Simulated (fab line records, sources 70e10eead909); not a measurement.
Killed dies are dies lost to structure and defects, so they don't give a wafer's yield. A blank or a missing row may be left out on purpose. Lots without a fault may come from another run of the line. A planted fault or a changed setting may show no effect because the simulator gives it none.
A struck lot beside a sound one | flow nand_harc | 17 steps out of a route of 1159
Sound: wafers L188.1, L188.2, L188.6. Struck: wafers L202.1, L202.4, L202.5. The cause comes at the end.
At each step with rows: each side's tool, then ch and its chambers, then its first start. Under that, the readings that differ: sound wafers | struck wafers | difference of the means | sigmas: that difference in standard deviations of wafers without a fault.
alike: readings whose means differ by less than 2 such deviations, and words and numbers that are the same on both sides. not compared: withheld readings, readings that some wafer has no value for, bounds like >300 that may hide the same value, and numbers for which the record gives no deviation and whose values overlap.
The two part at a step that has a row with sigmas, a row that says differs or no value, or rows on one side only. Numbers that don't overlap but have no deviation are shown without sigmas and don't part them. A reading that every wafer of one side lacks parts them only if that side has two wafers or more.

NHARC_P_GATE_CD_MEAS_46: target cd 720 nm.
  sound on cd_sem-01 ch 0, day 5 16:33; struck on cd_sem-03 ch 0, day 9 03:20
  alike: cd_nm
then, 1 step without rows for these wafers: NHARC_P_GATE_HARDBAKE_47 (time 80 s).
NHARC_P_GATE_DESCUM_48: chemistry O2, time 3 s.
  sound on rie_diel-07 ch 1,2, day 5 16:43; struck on rie_diel-07 ch 2,3, day 9 03:47
  alike: drypump_motor_current_A, oes_product_au, rf_vpp_V, showerhead_plenum_p_Torr, throttle_valve_pct
  not compared: rf_hours_counter_h
then, 1 step without rows for these wafers: NHARC_P_GATE_IMPLANT_49.
NHARC_P_GATE_STRIP_111: strips in N2/H2, time 250 s.
  sound on plasma_asher-02 ch 0,1, day 5 18:29; struck on plasma_asher-01 ch 0,1, day 9 04:13
  alike: drypump_motor_current_A, heater_power_w
  not compared: rf_hours_counter_h
NHARC_P_GATE_STRIP_75: strips in O2.
  sound on plasma_asher-02 ch 0,1, day 5 18:47; struck on plasma_asher-01 ch 0,1, day 9 04:28
  alike: drypump_motor_current_A, heater_power_w
  not compared: rf_hours_counter_h
then, 6 steps without rows for these wafers: NHARC_P_GATE_STRIP_50 (strips in SPM, time 900 s); NHARC_P_GATE_DEHYDRATE_51 (time 120 s); NHARC_P_GATE_HMDS_52 (time 30 s); NHARC_P_GATE_COAT_53; NHARC_P_GATE_SOFTBAKE_54 (time 95 s); NHARC_P_GATE_EBR_55.
NHARC_P_GATE_EXPOSE_56: exposes mask P PSD, target cd 720 nm.
  sound on krf_scanner-02 ch 0, day 5 19:33; struck on krf_scanner-02 ch 0, day 9 05:13
  reading | sound                   | struck                           | difference | sigmas
  mask    | P_PSD#0 P_PSD#0 P_PSD#0 | P_PSD_R1#0 P_PSD_R1#0 P_PSD_R1#0 | differs    |
  alike: exposure_dose_mJ_cm2
then, 2 steps without rows for these wafers: NHARC_P_GATE_PEB_57 (peb time 85 s); NHARC_P_GATE_DEVELOP_58 (time 70 s).
NHARC_P_GATE_CD_MEAS_59: target cd 720 nm.
  sound on cd_sem-02 ch 0, day 5 19:43; struck on cd_sem-02 ch 0, day 9 05:23
  reading    | sound             | struck            | difference | sigmas
  cd_nm (nm) | 722.1 718.8 720.0 | 705.7 704.2 704.3 | -15.6      | -10
then, 1 step without rows for these wafers: NHARC_P_GATE_HARDBAKE_60 (time 80 s).

WHERE THEY PART
First at NHARC_P_GATE_EXPOSE_56; last, within this record, at NHARC_P_GATE_CD_MEAS_59.

WHY: what the simulator had put in
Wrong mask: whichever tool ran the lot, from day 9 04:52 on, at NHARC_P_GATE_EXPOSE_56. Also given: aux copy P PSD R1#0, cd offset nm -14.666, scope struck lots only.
